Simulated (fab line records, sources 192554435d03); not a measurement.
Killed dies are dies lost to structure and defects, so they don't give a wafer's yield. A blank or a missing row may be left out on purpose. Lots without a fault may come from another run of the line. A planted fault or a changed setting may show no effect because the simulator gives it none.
fab line records | flow n5_finfet
record lots=24 wafers=72 last_day=18
route steps=1938 shown MOL_CONTACT_COAG@551 BEOL_M0_SAQP@658
lots that met no fault: from a run of the same line without faults
start_h: hours from the record's first day to the start of the lot's first wafer shown | wait_h: hours since the lot's step before | " the same as in the row above | L1.1+2: a row that stands for several wafers | - no value, or no start given | * or withheld: withheld | < > ~ a bound
route shown NAME@n: a module of which the file shows steps, and the number in the route of the first | usual: mean/standard deviation of fault-free wafers | same: alike in all rows | chamber/n: place in a boat | sites: the reading at each site | _std_site: their standard deviation | _edge_site: outer sites' mean less inner sites' | radius_mm: how far each site lies from the wafer's centre | mask NAME#n: copy n | behind: the tool/chamber that last shaped the wafer | hold: why the lot was held/for how many hours/how that ended | device: the transistor (n, p or np) that didn't switch | end of line: the same wafers' tests at the end of the route | a step without rows: its recipe alone | killed: dies lost to structure and defects at the first sort, not the wafer's yield | map: a wafer's dies, x killed, . not, _ none there
set.NAME: the setting as run; set.NAME@STEP: as run at that earlier step | model.NAME: the simulator's own value behind a step, which no gauge read
steps of the route over a sample of lots; a table a step, a row a wafer
services: from which hour (start_h, from the record's first day; less than 0 if before it) a tool's chamber was out of use, for how many hours, and why
## steps
# step N5_MOL_CONTACT_COAG_SPUTTER_130
# recipe material=Co target_thk_a=475 temp_c=25 chamber_pressure_pa=0.5 power_w=3000
# usual throttle_valve_pct=30.1/1.3
# columns lot.wafer tool chamber start_h wait_h throttle_valve_pct
L074.3 pvd_sputter-03 - 100.94 0.0 30.9
L074.5 " - " " 31.3
L074.6 " - " " 31.1
L075.2 pvd_sputter-03 - 104.68 0.0 31.5
L075.5 " - " " 31.6
L075.6 " - " " 30.9
L076.1 pvd_sputter-03 - 109.16 0.0 31.3
L076.4 " - " " 30.9
L076.6 " - " " 31.5
L077.2 pvd_sputter-01 - 117.92 0.0 28.9
L077.3 " - " " 28.6
L077.4 " - " " 30.5
L078.3 pvd_sputter-01 - 122.58 0.0 28.9
L078.4 " - " " 28.6
L078.6 " - " " 30.6
L079.1 pvd_sputter-03 - 126.49 0.0 31.4
L079.4 " - " " 31.1
L079.6 " - " " 31.5
L080.1 pvd_sputter-02 - 129.51 0.0 30.1
L080.2 " - " " 30.7
L080.3 " - " " 29.1
L081.2 pvd_sputter-01 - 137.93 0.0 28.8
L081.4 " - " " 27.4
L081.6 " - " " 30.5
L082.2 pvd_sputter-02 - 144.22 0.0 30.3
L082.3 " - " " 30.6
L082.6 " - " " 30.9
L083.1 pvd_sputter-01 - 152.69 0.0 30.5
L083.3 " - " " 29.1
L083.6 " - " " 28.5
L084.1 pvd_sputter-01 - 152.95 0.0 28.8
L084.2 " - " " 27.1
L084.5 " - " " 27.2
L085.4 pvd_sputter-03 - 168.25 0.0 31.1
L085.5 " - " " 30.8
L085.6 " - " " 31.2
L086.2 pvd_sputter-01 - 171.25 0.0 28.4
L086.4 " - " " 30.7
L086.6 " - " " 28.6
L087.1 pvd_sputter-02 - 175.97 0.0 29.1
L087.2 " - " " 30.3
L087.3 " - " " 30.9
L088.1 pvd_sputter-02 - 179.15 0.0 30.9
L088.2 " - " " 30.1
L088.3 " - " " 30.7
L089.1 pvd_sputter-02 - 182.83 0.0 30.7
L089.3 " - " " 30.0
L089.4 " - " " 31.3
L090.2 pvd_sputter-02 - 191.11 0.0 30.2
L090.3 " - " " 29.1
L090.5 " - " " 30.9
L091.3 pvd_sputter-02 - 193.87 0.0 30.7
L091.4 " - " " 30.6
L091.6 " - " " 30.8
L092.2 pvd_sputter-03 - 206.95 0.0 31.4
L092.4 " - " " 31.4
L092.6 " - " " 31.7
L093.1 pvd_sputter-02 - 210.74 0.0 30.4
L093.4 " - " " 31.0
L093.6 " - " " 31.0
L094.1 pvd_sputter-03 - 215.40 0.0 31.1
L094.2 " - " " 31.2
L094.3 " - " " 31.5
L095.3 pvd_sputter-01 - 226.40 0.0 27.2
L095.5 " - " " 27.0
L095.6 " - " " 28.7
L096.2 pvd_sputter-01 - 230.76 0.0 27.5
L096.3 " - " " 30.6
L096.5 " - " " 30.8
L097.2 pvd_sputter-01 - 231.28 0.0 30.8
L097.4 " - " " 28.9
L097.5 " - " " 28.7
# step N5_MOL_CONTACT_COAG_ALD_131
# recipe material=SiO2 target_thk_a=50 temp_c=100 ald_precursor_family=BDEAS ald_co_reactant=O2-plasma pulse_time_s=1 co_reactant_pulse_time_s=1 purge_time_s=2 co_reactant_purge_time_s=2 ald_cycles=35 pressure_torr=2
# usual chamber_pressure_Torr=2.001/0.0044 heater_power_w=79/7.3 precursor_pulse_height_rel=1.002/0.019
# columns lot.wafer tool chamber start_h wait_h chamber_pressure_Torr heater_power_w precursor_pulse_height_rel
L074.3 ald_sin-03 3 105.00 0.1 2.001 85 1.005
L074.5 " 3 " " 1.991 89 1.037
L074.6 " 0 " " 2.006 81 1.000
L075.2 ald_sin-03 3 108.80 0.2 2.004 88 1.038
L075.5 " 2 " " 2.001 84 1.032
L075.6 " 1 " " 1.993 68 0.995
L076.1 ald_sin-04 2 113.43 0.1 2.000 71 0.994
L076.4 " 3 " " 2.000 82 0.990
L076.6 " 2 " " 2.008 72 1.034
L077.2 ald_sin-03 0 122.21 0.1 2.004 78 0.975
L077.3 " 2 " " 1.998 84 0.964
L077.4 " 3 " " 2.000 88 0.971
L078.3 ald_sin-03 1 126.66 0.1 1.999 67 1.009
L078.4 " 0 " " 2.003 80 1.009
L078.6 " 3 " " 1.992 87 0.971
L079.1 ald_sin-01 3 130.66 0.1 1.999 67 0.983
L079.4 " 1 " " 2.002 82 1.004
L079.6 " 2 " " 1.999 91 1.009
L080.1 ald_sin-01 1 133.66 0.1 2.005 85 1.018
L080.2 " 0 " " 2.008 92 1.008
L080.3 " 3 " " 2.004 68 1.013
L081.2 ald_sin-04 0 142.83 0.5 2.004 76 0.984
L081.4 " 1 " " 2.004 74 0.986
L081.6 " 0 " " 1.990 76 0.987
L082.2 ald_sin-04 0 149.12 0.1 2.000 76 1.005
L082.3 " 3 " " 2.000 85 1.028
L082.6 " 2 " " 2.002 72 0.996
L083.1 ald_sin-04 0 157.13 0.1 2.004 77 0.951
L083.3 " 2 " " 2.003 73 1.010
L083.6 " 0 " " 2.005 76 0.999
L084.1 ald_sin-04 2 157.68 0.1 2.003 71 1.032
L084.2 " 3 " " 2.005 84 1.013
L084.5 " 1 " " 2.002 75 1.012
L085.4 ald_sin-04 2 172.78 0.3 1.998 72 0.962
L085.5 " 1 " " 2.008 75 0.985
L085.6 " 0 " " 2.009 77 0.997
L086.2 ald_sin-03 1 175.29 0.1 1.997 69 0.983
L086.4 " 2 " " 2.005 82 1.005
L086.6 " 3 " " 1.995 85 1.036
L087.1 ald_sin-03 3 180.39 0.3 1.999 89 1.002
L087.2 " 1 " " 1.996 68 0.996
L087.3 " 0 " " 1.998 81 1.012
L088.1 ald_sin-03 1 186.24 0.5 2.001 69 1.006
L088.2 " 0 " " 2.002 84 0.993
L088.3 " 3 " " 2.002 89 1.007
L089.1 ald_sin-01 2 188.52 0.1 2.004 89 0.990
L089.3 " 0 " " 1.998 92 1.025
L089.4 " 1 " " 1.988 84 0.977
L090.2 ald_sin-04 3 195.48 0.1 1.996 83 0.990
L090.3 " 2 " " 1.995 73 1.006
L090.5 " 2 " " 1.994 73 1.038
L091.3 ald_sin-01 3 198.36 0.1 1.995 68 0.989
L091.4 " 1 " " 2.002 83 0.987
L091.6 " 1 " " 1.999 82 1.007
L092.2 ald_sin-04 2 212.17 0.1 2.001 72 0.986
L092.4 " 0 " " 2.004 76 1.008
L092.6 " 3 " " 1.998 84 0.981
L093.1 ald_sin-03 1 214.78 0.1 1.997 66 1.003
L093.4 " 0 " " 1.998 81 0.976
L093.6 " 2 " " 1.998 81 0.983
L094.1 ald_sin-03 1 219.44 0.1 2.006 67 0.999
L094.2 " 2 " " 1.990 83 1.012
L094.3 " 0 " " 1.999 81 0.989
L095.3 ald_sin-01 0 232.17 0.1 2.000 94 1.031
L095.5 " 2 " " 2.000 89 1.015
L095.6 " 3 " " 2.007 69 0.972
L096.2 ald_sin-04 1 235.32 0.1 1.999 71 1.026
L096.3 " 3 " " 1.992 85 1.033
L096.5 " 0 " " 2.001 74 1.005
L097.2 ald_sin-04 3 236.14 0.1 1.998 83 1.030
L097.4 " 0 " " 1.998 76 0.994
L097.5 " 1 " " 2.002 72 0.991
# step N5_MOL_CONTACT_COAG_DESCUM_45
# recipe chemistry=O2 time_s=7 source_power_w=50 bias_power_w=20 pressure_mtorr=20 rf_frequency_hz=2.712e+07 temp_c=40 resist=CAR-EUV o2_flow_sccm=225
# usual drypump_motor_current_A=5.8/0.42 oes_product_au=0.77/0.11 rf_vpp_V=243.0/1.5 showerhead_plenum_p_Torr=2.08/0.088 throttle_valve_pct=20.35/0.17
# columns lot.wafer tool chamber start_h wait_h drypump_motor_current_A oes_product_au rf_hours_counter_h rf_vpp_V showerhead_plenum_p_Torr throttle_valve_pct
L074.3 rie_diel-02 3 106.29 0.1 6.5 0.71 182 244.0 2.08 20.20
L074.5 " 2 " " 5.6 0.72 - 243.6 2.06 20.50
L074.6 " 3 " " 6.5 0.71 - 243.3 2.08 20.19
L075.2 rie_diel-02 1 109.96 0.0 5.9 0.68 244 243.0 2.18 20.71
L075.5 " 1 " " 5.9 0.68 - 243.2 2.19 20.70
L075.6 " 2 " " 5.6 0.71 - 242.1 2.06 20.52
L076.1 rie_diel-02 3 114.54 0.0 6.6 0.71 185 243.8 2.08 20.22
L076.4 " 0 " " 6.1 0.70 187 239.4 2.01 20.36
L076.6 " 3 " " 6.5 0.70 - 243.4 2.08 20.20
L077.2 rie_diel-04 1 123.90 0.4 5.4 0.70 201 244.5 2.18 20.28
L077.3 " 0 " " 5.6 0.94 25 246.8 2.24 20.43
L077.4 " 0 " " 5.6 0.92 - 244.6 2.24 20.43
L078.3 rie_diel-04 1 128.08 0.2 5.5 0.70 203 245.2 2.18 20.29
L078.4 " 2 " " 5.3 0.69 - 243.8 2.05 20.49
L078.6 " 1 " " 5.5 0.71 - 243.3 2.18 20.29
L079.1 rie_diel-05 0 131.83 0.1 5.1 0.69 250 243.8 2.15 20.28
L079.4 " 3 " " 5.6 0.96 5 241.9 2.02 20.24
L079.6 " 0 " " 5.1 0.70 - 244.1 2.15 20.27
L080.1 rie_diel-04 0 134.90 0.0 5.6 0.91 31 244.5 2.24 20.44
L080.2 " 1 " " 5.5 0.69 207 243.4 2.18 20.29
L080.3 " 2 " " 5.3 0.69 221 242.9 2.05 20.49
L081.2 rie_diel-04 1 143.94 0.0 5.5 0.69 210 245.8 2.17 20.30
L081.4 " 2 " " 5.3 0.68 - 242.4 2.05 20.51
L081.6 " 1 " " 5.4 0.69 - 243.8 2.17 20.30
L082.2 rie_diel-02 0 150.76 0.2 6.1 0.68 201 241.7 2.01 20.38
L082.3 " 3 " " 6.5 0.69 201 243.1 2.08 20.22
L082.6 " 0 " " 6.1 0.68 - 242.3 2.01 20.37
L083.1 rie_diel-05 1 158.49 0.3 6.2 0.77 150 243.9 2.17 20.45
L083.3 " 3 " " 5.5 0.93 15 243.5 2.02 20.25
L083.6 " 3 " " 5.5 0.93 - 241.8 2.02 20.26
L084.1 rie_diel-02 1 159.07 0.0 5.9 0.98 2 242.3 2.18 20.29
L084.2 " 0 " " 6.1 0.68 205 242.2 2.01 20.40
L084.5 " 0 " " 6.1 0.68 - 241.5 2.01 20.38
L085.4 rie_diel-02 1 174.55 0.1 5.9 0.94 - 244.7 2.18 20.29
L085.5 " 0 " " 6.1 0.68 - 240.4 2.00 20.40
L085.6 " 2 " " 5.6 0.70 - 244.0 2.05 20.55
L086.2 rie_diel-05 3 176.58 0.0 5.6 0.91 21 243.4 2.02 20.28
L086.4 " 2 " " 5.5 0.75 171 240.0 1.90 20.25
L086.6 " 2 " " 5.5 0.74 - 240.9 1.90 20.25
L087.1 rie_diel-02 2 181.63 0.0 5.6 0.69 242 243.3 2.05 20.56
L087.2 " 0 " " 6.2 0.67 214 240.2 2.00 20.40
L087.3 " 1 " " 5.9 0.93 12 245.6 2.18 20.31
L088.1 rie_diel-04 2 187.59 0.0 5.3 0.67 244 242.8 2.04 20.54
L088.2 " 0 " " 5.6 0.87 53 245.0 2.23 20.48
L088.3 " 3 " " 6.1 0.94 13 242.9 2.04 19.96
L089.1 rie_diel-02 1 189.64 0.0 5.9 0.92 14 244.6 2.18 20.30
L089.3 " 2 " " 5.6 0.69 244 242.3 2.05 20.55
L089.4 " 0 " " 6.1 0.67 216 241.3 2.00 20.40
L090.2 rie_diel-05 3 196.73 0.0 5.5 0.90 29 244.3 2.01 20.30
L090.3 " 0 " " 5.1 0.95 14 243.1 2.14 19.84
L090.5 " 1 " " 6.2 0.75 - 244.1 2.17 20.47
L091.3 rie_diel-02 2 199.61 0.0 5.6 0.69 248 241.8 2.04 20.58
L091.4 " 0 " " 6.1 0.67 221 241.0 2.00 20.41
L091.6 " 2 " " 5.6 0.69 - 242.0 2.05 20.57
L092.2 rie_diel-04 0 213.61 0.0 5.6 0.86 65 244.7 2.22 20.50
L092.4 " 2 " " 5.3 0.67 - 242.9 2.04 20.56
L092.6 " 3 " " 6.1 0.91 - 242.7 2.04 19.99
L093.1 rie_diel-05 0 216.18 0.3 5.1 0.93 23 243.3 2.14 19.84
L093.4 " 3 " " 5.5 0.90 30 242.3 2.01 20.29
L093.6 " 1 " " 6.1 0.75 - 243.6 2.16 20.49
L094.1 rie_diel-02 3 220.68 0.0 6.6 0.68 225 242.8 2.07 20.25
L094.2 " 0 " " 6.1 0.67 230 242.0 2.00 20.43
L094.3 " 1 " " 6.0 0.90 28 243.5 2.17 20.33
L095.3 rie_diel-05 2 233.59 0.2 5.5 0.73 193 239.6 1.90 20.30
L095.5 " 1 " " 6.2 0.74 - 245.4 2.16 20.50
L095.6 " 2 " " 5.4 0.73 - 239.4 1.90 20.26
L096.2 rie_diel-02 1 237.14 0.4 5.9 0.88 34 245.7 2.17 20.32
L096.3 " 0 " " 6.1 0.66 237 241.6 1.99 20.43
L096.5 " 3 " " 6.6 0.69 - 243.0 2.07 20.28
L097.2 rie_diel-02 3 237.53 0.1 6.6 0.68 229 242.4 2.07 20.25
L097.4 " 2 " " 5.6 0.96 4 242.1 2.04 20.12
L097.5 " 1 " " 5.9 0.89 - 243.2 2.17 20.34
# step N5_MOL_CONTACT_COAG_INSPECT_97
# recipe inspect_instrument=darkfield mode=post_anneal
# usual raw_defect_count=46/18
# columns lot.wafer tool chamber start_h wait_h raw_defect_count
L074.3 defect_inspect-02 - 110.96 0.1 56
L074.5 " - " " 40
L074.6 " - " " 64
L075.2 defect_inspect-02 - 114.72 0.0 65
L075.5 " - " " 31
L075.6 " - " " 40
L076.1 defect_inspect-01 - 119.17 0.0 44
L076.4 " - " " 69
L076.6 " - " " 24
L077.2 defect_inspect-02 - 128.58 0.1 30
L077.3 " - " " 32
L077.4 " - " " 40
L078.3 defect_inspect-02 - 132.76 0.1 33
L078.4 " - " " 32
L078.6 " - " " 34
L079.1 defect_inspect-02 - 136.78 0.0 49
L079.4 " - " " 93
L079.6 " - " " 39
L080.1 defect_inspect-01 - 139.79 0.0 38
L080.2 " - " " 21
L080.3 " - " " 59
L081.2 defect_inspect-01 - 149.07 0.0 45
L081.4 " - " " 70
L081.6 " - " " 30
L082.2 defect_inspect-01 - 155.44 0.0 47
L082.3 " - " " 25
L082.6 " - " " 24
L083.1 defect_inspect-01 - 163.11 0.0 31
L083.3 " - " " 30
L083.6 " - " " 24
L084.1 defect_inspect-02 - 166.11 0.0 68
L084.2 " - " " 46
L084.5 " - " " 40
L085.4 defect_inspect-01 - 179.22 0.1 31
L085.5 " - " " 71
L085.6 " - " " 25
L086.2 defect_inspect-02 - 182.18 0.0 52
L086.4 " - " " 32
L086.6 " - " " 52
L087.1 defect_inspect-02 - 186.59 0.0 46
L087.2 " - " " 23
L087.3 " - " " 70
L088.1 defect_inspect-02 - 192.40 0.0 36
L088.2 " - " " 45
L088.3 " - " " 34
L089.1 defect_inspect-02 - 195.41 0.0 65
L089.3 " - " " 83
L089.4 " - " " 32
L090.2 defect_inspect-02 - 201.47 0.0 33
L090.3 " - " " 32
L090.5 " - " " 17
L091.3 defect_inspect-02 - 204.49 0.1 58
L091.4 " - " " 87
L091.6 " - " " 29
L092.2 defect_inspect-02 - 219.42 0.0 52
L092.4 " - " " 37
L092.6 " - " " 42
L093.1 defect_inspect-01 - 222.39 0.0 72
L093.4 " - " " 51
L093.6 " - " " 52
L094.1 defect_inspect-02 - 225.41 0.0 43
L094.2 " - " " 67
L094.3 " - " " 59
L095.3 defect_inspect-01 - 238.39 0.1 47
L095.5 " - " " 47
L095.6 " - " " 44
L096.2 defect_inspect-02 - 241.83 0.0 42
L096.3 " - " " 57
L096.5 " - " " 73
L097.2 defect_inspect-02 - 244.83 0.0 33
L097.4 " - " " 35
L097.5 " - " " 32
# step N5_BEOL_M0_SAQP_MANDREL_ETCH_20
# recipe target_depth_a=600 chemistry=HBr/Cl2 target=a-Si stop_on=SiNx bt_time_s=10 mask_material=SOC over_etch_frac=0.5 time_s=30 pressure_mtorr=10 icp_w=800 bias_w=75 HBr_flow_sccm=150 Cl2_flow_sccm=80 ends=end_point
# usual drypump_motor_current_A=5.7/0.47 oes_product_au=0.767/0.014 throttle_valve_pct=35.6/0.35
# columns lot.wafer tool chamber start_h wait_h drypump_motor_current_A oes_product_au rf_hours_counter_h throttle_valve_pct
L074.3 rie_si-01 1 114.60 0.0 5.2 0.757 10 35.2
L074.5 " 0 " " 5.0 0.769 - 35.4
L074.6 " 1 " " 5.2 0.771 - 35.2
L075.2 rie_si-01 0 118.99 0.0 5.0 0.779 148 35.4
L075.5 " 0 " " 5.0 0.782 - 35.3
L075.6 " 1 " " 5.2 0.768 - 35.2
L076.1 rie_si-06 0 121.08 0.0 5.9 0.755 163 35.3
L076.4 " 1 " " 6.3 0.778 45 36.2
L076.6 " 1 " " 6.3 0.776 - 36.2
L077.2 rie_si-04 0 130.48 0.0 5.5 0.761 110 35.6
L077.3 " 3 " " 5.6 0.749 144 35.5
L077.4 " 1 " " 5.5 0.744 87 35.3
L078.3 rie_si-01 0 135.97 0.0 5.0 0.780 149 35.4
L078.4 " 1 " " 5.2 0.777 10 35.1
L078.6 " 3 " " 5.8 0.785 - 35.8
L079.1 rie_si-04 3 138.86 0.0 5.6 0.761 145 35.6
L079.4 " 0 " " 5.5 0.774 110 35.6
L079.6 " 2 " " 6.5 0.795 - 36.1
L080.1 rie_si-04 2 142.78 0.0 6.5 0.783 21 36.1
L080.2 " 1 " " 5.5 0.746 87 35.2
L080.3 " 3 " " 5.7 0.752 145 35.6
L081.2 rie_si-06 1 150.79 0.0 6.4 0.775 46 36.2
L081.4 " 2 " " 5.2 0.782 1 35.6
L081.6 " 1 " " 6.4 0.777 - 36.2
L082.2 rie_si-04 1 158.11 0.0 5.5 0.759 87 35.2
L082.3 " 3 " " 5.7 0.757 145 35.6
L082.6 " 3 " " 5.6 0.775 - 35.5
L083.1 rie_si-06 3 165.28 0.0 6.2 0.756 157 36.0
L083.3 " 0 " " 5.9 0.757 163 35.3
L083.6 " 2 " " 5.2 0.794 - 35.6
L084.1 rie_si-04 0 169.28 0.0 5.5 0.768 111 35.6
L084.2 " 2 " " 6.6 0.781 21 36.1
L084.5 " 2 " " 6.6 0.790 - 36.1
L085.4 rie_si-01 2 181.19 0.0 5.8 0.739 70 35.2
L085.5 " 3 " " 5.8 0.772 - 35.8
L085.6 " 0 " " 5.0 0.782 - 35.4
L086.2 rie_si-01 1 186.33 0.0 5.2 0.756 11 35.2
L086.4 " 0 " " 5.0 0.781 149 35.3
L086.6 " 2 " " 5.7 0.761 - 35.2
L087.1 rie_si-04 1 191.93 0.0 5.5 0.749 88 35.2
L087.2 " 2 " " 6.5 0.770 22 36.1
L087.3 " 0 " " 5.5 0.770 111 35.6
L088.1 rie_si-01 2 193.88 0.0 5.7 0.744 70 35.2
L088.2 " 1 " " 5.2 0.745 11 35.2
L088.3 " 3 " " 5.8 0.767 36 35.8
L089.1 rie_si-06 3 198.59 0.0 6.2 0.755 158 36.0
L089.3 " 1 " " 6.4 0.771 47 36.2
L089.4 " 2 " " 5.2 0.789 2 35.6
L090.2 rie_si-01 3 203.44 0.0 5.8 0.766 36 35.8
L090.3 " 1 " " 5.2 0.750 11 35.2
L090.5 " 3 " " 5.8 0.777 - 35.8
L091.3 rie_si-04 3 208.09 0.0 5.7 0.756 146 35.6
L091.4 " 1 " " 5.5 0.745 88 35.3
L091.6 " 0 " " 5.5 0.767 - 35.6
L092.2 rie_si-04 2 222.89 0.0 6.6 0.765 22 36.2
L092.4 " 3 " " 5.6 0.760 146 35.5
L092.6 " 1 " " 5.5 0.742 - 35.3
L093.1 rie_si-01 0 225.09 0.0 5.0 0.766 150 35.4
L093.4 " 2 " " 5.8 0.759 71 35.2
L093.6 " 1 " " 5.2 0.762 - 35.2
L094.1 rie_si-06 1 227.04 0.0 6.3 0.773 47 36.2
L094.2 " 2 " " 5.2 0.771 3 35.6
L094.3 " 0 " " 5.9 0.759 164 35.3
L095.3 rie_si-06 2 240.73 0.0 5.2 0.771 3 35.6
L095.5 " 2 " " 5.2 0.791 - 35.6
L095.6 " 1 " " 6.3 0.785 - 36.2
L096.2 rie_si-06 2 246.81 0.0 5.2 0.780 3 35.6
L096.3 " 3 " " 6.2 0.774 159 36.0
L096.5 " 1 " " 6.4 0.784 - 36.1
L097.2 rie_si-04 3 247.69 0.0 5.6 0.776 147 35.5
L097.4 " 1 " " 5.5 0.746 89 35.2
L097.5 " 0 " " 5.5 0.765 - 35.6
# step N5_BEOL_M0_SAQP_CD_MEAS_29
# recipe target_cd_nm=14.4 landing_energy_ev=1000 detector=se_inlens
# usual cd_nm=14.96/0.26
# columns lot.wafer tool chamber start_h wait_h cd_nm
L074.3 cd_sem-02 0 117.78 0.1 15.14
L074.5 " 0 " " 15.06
L074.6 " 0 " " 15.30
L075.2 cd_sem-03 0 122.22 0.1 14.85
L075.5 " 0 " " 14.64
L075.6 " 0 " " 14.91
L076.1 cd_sem-01 0 124.12 0.1 15.12
L076.4 " 0 " " 15.20
L076.6 " 0 " " 14.98
L077.2 cd_sem-02 0 133.58 0.1 15.49
L077.3 " 0 " " 14.88
L077.4 " 0 " " 15.15
L078.3 cd_sem-03 0 139.03 0.1 14.87
L078.4 " 0 " " 14.80
L078.6 " 0 " " 14.64
L079.1 cd_sem-02 0 142.26 0.1 15.21
L079.4 " 0 " " 15.02
L079.6 " 0 " " 15.08
L080.1 cd_sem-02 0 147.51 0.1 15.24
L080.2 " 0 " " 14.91
L080.3 " 0 " " 14.93
L081.2 cd_sem-03 0 153.94 0.1 15.54
L081.4 " 0 " " 14.68
L081.6 " 0 " " 15.03
L082.2 cd_sem-03 0 161.66 0.1 14.81
L082.3 " 0 " " 15.19
L082.6 " 0 " " 14.85
L083.1 cd_sem-02 0 169.81 0.1 14.57
L083.3 " 0 " " 14.51
L083.6 " 0 " " 15.04
L084.1 cd_sem-02 0 172.34 0.1 14.73
L084.2 " 0 " " 14.77
L084.5 " 0 " " 15.13
L085.4 cd_sem-02 0 186.47 0.1 14.45
L085.5 " 0 " " 15.59
L085.6 " 0 " " 15.49
L086.2 cd_sem-02 0 189.51 0.1 14.88
L086.4 " 0 " " 14.82
L086.6 " 0 " " 14.74
L087.1 cd_sem-03 0 194.98 0.1 15.05
L087.2 " 0 " " 15.00
L087.3 " 0 " " 14.92
L088.1 cd_sem-01 0 197.13 0.1 15.39
L088.2 " 0 " " 15.19
L088.3 " 0 " " 15.19
L089.1 cd_sem-02 0 203.14 0.1 14.75
L089.3 " 0 " " 15.25
L089.4 " 0 " " 14.55
L090.2 cd_sem-01 0 208.98 0.1 14.59
L090.3 " 0 " " 14.27
L090.5 " 0 " " 14.54
L091.3 cd_sem-03 0 212.21 0.1 14.95
L091.4 " 0 " " 14.73
L091.6 " 0 " " 14.72
L092.2 cd_sem-02 0 226.06 0.1 14.61
L092.4 " 0 " " 14.79
L092.6 " 0 " " 14.66
L093.1 cd_sem-01 0 228.41 0.1 15.00
L093.4 " 0 " " 14.92
L093.6 " 0 " " 15.00
L094.1 cd_sem-02 0 231.00 0.1 14.85
L094.2 " 0 " " 15.08
L094.3 " 0 " " 14.81
L095.3 cd_sem-01 0 244.39 0.1 15.23
L095.5 " 0 " " 15.02
L095.6 " 0 " " 15.10
L096.2 cd_sem-03 0 249.97 0.1 15.04
L096.3 " 0 " " 14.50
L096.5 " 0 " " 15.22
L097.2 cd_sem-03 0 250.78 0.1 15.12
L097.4 " 0 " " 15.16
L097.5 " 0 " " 14.89
## services
# columns tool chamber start_h hours kind
ald_sin-04 - 79.54 14.6 pm
rie_diel-04 1 84.16 5.7 repair
ald_sin-01 - 85.29 14.0 pm
pvd_sputter-02 - 94.27 4.3 repair
rie_si-01 - 95.36 2.8 pm
ald_sin-04 - 95.57 0.2 repair
ald_sin-04 3 103.49 7.6 repair
rie_diel-02 1 136.01 - clean
rie_diel-02 1 136.01 - consumable_replace:focus_ring
rie_diel-02 1 136.01 16.5 scheduled_down
rie_diel-02 1 136.01 16.5 vent_cycle
rie_diel-04 3 143.18 13.8 repair
rie_diel-05 - 164.14 0.3 repair
rie_diel-05 - 171.64 2.2 repair
rie_diel-02 3 173.21 5.4 repair
rie_diel-04 1 175.48 62.1 repair
ald_sin-04 - 176.75 14.0 pm
ald_sin-04 1 192.98 15.2 repair
rie_si-01 3 200.01 3.4 repair
rie_diel-05 3 201.47 13.7 repair
ald_sin-04 - 202.80 6.1 pm
rie_diel-02 2 205.13 - clean
rie_diel-05 2 219.41 2.6 repair
rie_diel-02 3 230.91 5.1 repair
## key
fault none
